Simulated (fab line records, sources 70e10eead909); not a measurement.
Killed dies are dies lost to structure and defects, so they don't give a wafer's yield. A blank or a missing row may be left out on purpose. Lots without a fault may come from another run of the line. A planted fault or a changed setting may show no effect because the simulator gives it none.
A struck lot beside a sound one | flow nand_harc | 14 steps out of a route of 1159
Sound: wafers L668.1, L668.3, L668.5. Struck: wafer L674.3. (L674.5 of the same lot was not struck and is left out.) The cause comes at the end.
At each step with rows: each side's tool, then ch and its chambers, then its first start. Under that, the readings that differ: sound wafers | struck wafers | difference of the means | sigmas: that difference in standard deviations of wafers without a fault.
alike: readings whose means differ by less than 2 such deviations, and words and numbers that are the same on both sides. not compared: withheld readings, readings that some wafer has no value for, bounds like >300 that may hide the same value, and numbers for which the record gives no deviation and whose values overlap.
The two part at a step that has a row with sigmas, a row that says differs or no value, or rows on one side only. Numbers that don't overlap but have no deviation are shown without sigmas and don't part them. A reading that every wafer of one side lacks parts them only if that side has two wafers or more.

NHARC_A_SOURCE_PLATE_THK_MEAS_09: measures by ellipsometry.
  sound on film_metro-01, day 7 14:42; struck on film_metro-02, day 9 11:58
  alike: thk_nm
then, 3 steps without rows for these wafers: NHARC_A_SOURCE_PLATE_PVD_04 (deposits WSi2, target thk 50 nm); NHARC_A_SOURCE_PLATE_CVD_03 (deposits poly-Si, target thk 200 nm, time 4000 s); NHARC_A_SOURCE_PLATE_ANNEAL_05 (time 1800 s).
NHARC_A_SOURCE_PLATE_THK_MEAS_06: measures by ellipsometry.
  sound on film_metro-01, day 8 04:22; struck on film_metro-01, day 10 01:15
  reading     | sound             | struck | difference | sigmas
  thk_nm (nm) | 205.1 205.4 203.7 | 200.0  | -4.7       | -2
NHARC_A_SOURCE_PLATE_INSPECT_08:
  sound on defect_inspect-02, day 8 04:27; struck on defect_inspect-02, day 10 01:20
  reading          | sound    | struck | difference | sigmas
  raw_defect_count | 81 45 55 | 120    | +60        | +2
then, 1 step without rows for these wafers: NHARC_A_ONON_D1_DEP_00 (target thk 1000 nm).
NHARC_A_ONON_D1_THK_MEAS_02: measures by ellipsometry.
  sound on film_metro-02, day 8 05:02; struck on film_metro-02, day 10 01:55
  reading     | sound       | struck | difference | sigmas
  thk_nm (nm) | 987 984 985 | 1013   | +28        | +3
then, 1 step without rows for these wafers: NHARC_A_ONON_D1_DEP_03 (target thk 1000 nm).
NHARC_A_ONON_D1_THK_MEAS_05: measures by ellipsometry.
  sound on film_metro-02, day 8 05:36; struck on film_metro-02, day 10 02:29
  reading     | sound       | struck | difference | sigmas
  thk_nm (nm) | 988 989 987 | 1016   | +28        | +3
NHARC_A_ONON_D1_DEP_06: target thk 1000 nm.
  sound on pecvd_onon-03 ch 0, day 8 05:40; struck on pecvd_onon-02 ch 0, day 10 02:39
  reading               | sound             | struck | difference | sigmas
  sih4_flow_sccm (sccm) | 211.0 210.1 209.1 | 208.8  | -1.3       | -2
  alike: n2_flow_sccm
NHARC_A_ONON_D1_THK_MEAS_08: measures by ellipsometry.
  sound on film_metro-02, day 8 06:10; struck on film_metro-02, day 10 03:02
  reading     | sound          | struck | difference | sigmas
  thk_nm (nm) | 1011 1013 1012 | 1356   | +344       | +26
then, 1 step without rows for these wafers: NHARC_A_ONON_D1_DEP_09 (target thk 1000 nm).
NHARC_END_SORT_01:
  the record has rows for the sound wafers here (prober-01 ch 0, day 20 10:16) and none for the struck ones

WHERE THEY PART
First at NHARC_A_SOURCE_PLATE_THK_MEAS_06; last, within this record, at NHARC_END_SORT_01.

WHY: what the simulator had put in
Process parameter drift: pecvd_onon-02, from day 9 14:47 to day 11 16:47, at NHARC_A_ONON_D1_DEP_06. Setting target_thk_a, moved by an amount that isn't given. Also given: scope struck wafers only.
